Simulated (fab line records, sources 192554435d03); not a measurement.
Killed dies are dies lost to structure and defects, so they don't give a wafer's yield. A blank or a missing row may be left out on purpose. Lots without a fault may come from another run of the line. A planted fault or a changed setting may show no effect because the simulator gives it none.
Which tool did it? | flow n5_finfet | 10 lots, 29 wafers sampled, at 2 steps of a route of 1938

WHAT THE GAUGES READ, wafer by wafer
N5_MIM_BOT_LITHO_OVL_MEAS_11.
lot  | measured     | on         | MIM_BOT_OVL (nm)
L264 | day 13 07:11 | overlay-01 | 2 1 -5
L265 | day 13 14:52 | overlay-01 | 1 2 4
L266 | day 13 18:38 | overlay-02 | 0 3 0
L267 | day 13 23:04 | overlay-01 | 5 17
L268 | day 14 09:49 | overlay-02 | 12 6 8
L269 | day 14 15:16 | overlay-01 | 6 3 13
L278 | day 17 02:28 | overlay-01 | 5 9 1
L285 | day 18 15:35 | overlay-01 | 1 4 7
L287 | day 19 06:28 | overlay-02 | -6 4 -1
L286 | day 19 17:10 | overlay-01 | 17 6 15

WHICH TOOL RAN EACH LOT (tool, then ch and the chambers of the sampled wafers, then the start)
lot  | N5_BEOL_M13_ECD_47
L264 | ecd_cu-01 ch 0,1, day 12 13:35
L265 | ecd_cu-02 ch 0,1, day 12 23:13
L266 | ecd_cu-02 ch 0,1, day 13 00:04
L267 | ecd_cu-01 ch 0,1, day 13 03:46
L268 | ecd_cu-02 ch 0,1, day 13 16:38
L269 | ecd_cu-02 ch 0,1, day 13 22:26
L278 | ecd_cu-02 ch 0,1, day 16 06:20
L285 | ecd_cu-01 ch 0,1, day 17 19:23
L287 | ecd_cu-01 ch 1, day 18 15:16
L286 | ecd_cu-02 ch 0,1, day 18 16:37
- N5_BEOL_M13_ECD_47: material Cu, target thk 936 nm.

WHAT THE TOOLS THEMSELVES READ (means of the sampled wafers that have a number; where no wafer has one, the mark that the record gives instead)
The record holds no such reading with a usual standard deviation.

THE ANSWER, worked out from the rows above alone
Rule: what is usual is taken from the lots themselves. Put in order of their means at a reading, lots are off if they are a third of the lots or fewer, leave a main group of 4 or more, and stand apart from it by a gap of 3 or more times the standard deviation of the main group's means; of several such gaps the widest counts. A main group whose means are all the same, to the digits that the tables above print for the reading, isn't used. A lot without any number at a reading at which 4 lots or more have one is off too. The other lots that the step has rows for count as sound. The gauges are gone through in route order, then the tools' own readings, and for those a lot's mean is taken as printed above. The first step at which some lot is off is used, and at that step the reading that is off furthest; a lot without a number counts as furthest.
No lot is off at any reading shown: from this, nothing can be told.

WHAT THE SIMULATOR HAD PUT IN
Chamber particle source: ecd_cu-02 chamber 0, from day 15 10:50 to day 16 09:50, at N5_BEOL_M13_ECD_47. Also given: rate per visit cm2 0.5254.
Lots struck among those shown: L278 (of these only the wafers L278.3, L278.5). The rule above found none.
